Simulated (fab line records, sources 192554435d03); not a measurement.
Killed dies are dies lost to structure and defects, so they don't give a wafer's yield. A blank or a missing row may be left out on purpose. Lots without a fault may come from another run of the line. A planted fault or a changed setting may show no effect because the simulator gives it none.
Chamber matching | flow n5_finfet | N5_FIN_SAQP_MANDREL_ETCH_58 on rie_si-06: 4 sister chambers
The step etches a-Si in HBr/Cl2, stops on SiNx, target depth 45 nm, bt time 10 s, time 27 s. 4 wafers are shown with their chamber, then 12 later ones without.

WAFERS WITH THEIR CHAMBER
wafer  | chamber | throttle_valve_pct (%)
L086.1 | 0       | 35.8
L086.4 | 2       | 34.8
L087.3 | 1       | 35.5
L087.6 | 3       | 35.7

WAFERS WITHOUT THEIR CHAMBER
wafer  | throttle_valve_pct (%)
L088.1 | 34.8
L088.3 | 35.5
L088.5 | 35.7
L090.1 | 35.8
L090.2 | 35.7
L090.5 | 35.5
L096.1 | 34.9
L096.3 | 35.8
L096.4 | 35.5
L097.2 | 35.5
L097.5 | 35.8
L097.6 | 34.8

WHICH CHAMBER EACH WENT THROUGH
wafer  | from the rows above | in truth
L088.1 | 2                   | 2
L088.3 | 1                   | 1
L088.5 | 3                   | 3
L090.1 | 0                   | 0
L090.2 | 3                   | 3
L090.5 | 1                   | 1
L096.1 | 2                   | 2
L096.3 | 0                   | 0
L096.4 | 1                   | 1
L097.2 | 1                   | 1
L097.5 | 0                   | 0
L097.6 | 2                   | 2
Placed correctly: 12 of 12. Can't be placed from these rows: 0. Placed wrongly: 0.
How it was worked out, from the rows above alone: a wafer's distance from a chamber is the root of the sum, over the readings, of the square of ((its reading less the chamber's mean) divided by the reading's scatter). The wafer belongs to the nearest chamber; if the next one is less than 2 further off, it can't be placed. A chamber's mean is the mean of its shown wafers. The scatter: with one shown wafer a chamber, the root of the mean of the squares of how far each hidden wafer lies from its nearest shown one.
